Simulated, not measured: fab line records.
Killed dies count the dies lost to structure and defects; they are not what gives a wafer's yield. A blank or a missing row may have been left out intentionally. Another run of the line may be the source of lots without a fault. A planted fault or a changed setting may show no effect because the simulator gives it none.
fab line records -- flow n5Finfet
record lots=7, wafers=21
route steps=1938 shown PASSIVATION@1901
startH: hours from the record's first day to the start of the lot's first wafer shown -- waitH: how many hours have passed since the lot's step before this one -- " as in the row above -- L1.1+2: a row that stands for several wafers -- - either no value or no given start -- * or withheld: withheld -- < > ~ a bound
route shown NAME@n: names a module that has steps shown in the file, with the first one's number in the route -- usual: mean and standard deviation over wafers with no fault -- same: alike in all rows -- chamber/n: place in a boat -- sites: the reading at each site -- _std_site: their standard deviation -- _edge_site: outer sites' mean less inner sites' -- radiusMm: for every site, how far away it sits from the centre of the wafer -- mask NAME#n: copy n -- behind: tool/chamber where the wafer was last shaped -- hold: cause of the lot's hold/its duration in hours/its outcome -- device: the n, p or np transistor that did not switch -- end of line: tests of these same wafers at the route's end -- a step without rows: its recipe alone -- killed: not the wafer's yield, but the dies lost to structure and defects at the first sort -- map: dies across one wafer; x = killed, . = not, _ = none there
set.NAME: the setting as run; set.NAME@STEP: as run at that earlier step -- model.NAME: the simulator's own value behind a step, which no gauge read
lots whose settings were changed on purpose; a table a step, a row a wafer
## steps
# step N5_PASSIVATION_EXPOSE_27
# recipe maskId=PAD, na=0.55, sourceShape=conventional, sigmaOuter=0.8, polarization=unpolarized, defocusNm=0, doseMj=32.3
lot.wafer,tool,chamber,startH,waitH,mask,set.doseMj
L079.1+2+5,krfScanner-01,0,285.68,-,PAD#0,32.3
L081.2+3+6,krfScanner-01,0,302.81,-,PAD#0,32.3
L083.4,krfScanner-01,0,306.92,-,PAD#0,30.95
L083.5+6,krfScanner-01,0,306.92,-,PAD#0,32.3
L089.1+4,krfScanner-02,0,351.34,-,PAD#0,31.2
L089.6,krfScanner-02,0,351.34,-,PAD#0,32.3
L091.1+3+4,krfScanner-02,0,364.00,-,PAD#0,29.99
L094.1+4+6,krfScanner-01,0,369.69,-,PAD#0,32.3
L095.1+6,krfScanner-01,0,383.53,-,PAD#0,33.05
L095.3,krfScanner-01,0,383.53,-,PAD#0,32.3
# step N5_PASSIVATION_PEB_28
# recipe pebTempC=withheld, pebTimeS=*
# step N5_PASSIVATION_DEVELOP_29
# recipe developTimeS=60, rinseLiquid=diw, dry=airSpin, devTempC=21
# step N5_PASSIVATION_HARDBAKE_31
# recipe tempC=130, timeS=120
# step N5_PASSIVATION_CD_MEAS_30
# recipe targetCdNm=4000, landingEnergyEv=500, detector=seInlens, polarity=opening
# usual cdNm=3999.3/1.4
lot.wafer,tool,chamber,startH,waitH,set.doseMj@PASSIVATION_EXPOSE_27,cdNm
L079.1,cdSem-01,0,285.86,-,32.3,3999.0
L079.2,cdSem-01,0,285.86,-,32.3,3997.0
L079.5,cdSem-01,0,285.86,-,32.3,4000.1
L081.2,cdSem-03,0,302.98,-,32.3,4000.3
L081.3,cdSem-03,0,302.98,-,32.3,3998.7
L081.6,cdSem-03,0,302.98,-,32.3,4000.6
L083.4,cdSem-01,0,307.08,-,30.95,3992.8
L083.5,cdSem-01,0,307.08,-,32.3,3999.0
L083.6,cdSem-01,0,307.08,-,32.3,3998.0
L089.1,cdSem-02,0,351.51,-,31.2,3993.4
L089.4,cdSem-02,0,351.51,-,31.2,3993.0
L089.6,cdSem-02,0,351.51,-,32.3,3997.4
L091.1,cdSem-03,0,364.17,-,29.99,3986.5
L091.3,cdSem-03,0,364.17,-,29.99,3984.9
L091.4,cdSem-03,0,364.17,-,29.99,3985.8
L094.1,cdSem-03,0,369.87,-,32.3,3999.6
L094.4,cdSem-03,0,369.87,-,32.3,3999.7
L094.6,cdSem-03,0,369.87,-,32.3,4000.1
L095.1,cdSem-02,0,383.70,-,33.05,4005.0
L095.3,cdSem-02,0,383.70,-,32.3,3999.8
L095.6,cdSem-02,0,383.70,-,33.05,4004.7
## key
split step=N5_PASSIVATION_EXPOSE_27, setting=doseMj, stated=32.3, by=wafer
response step=N5_PASSIVATION_CD_MEAS_30, reading=cdNm, change=+1.45, per=1%, r=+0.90
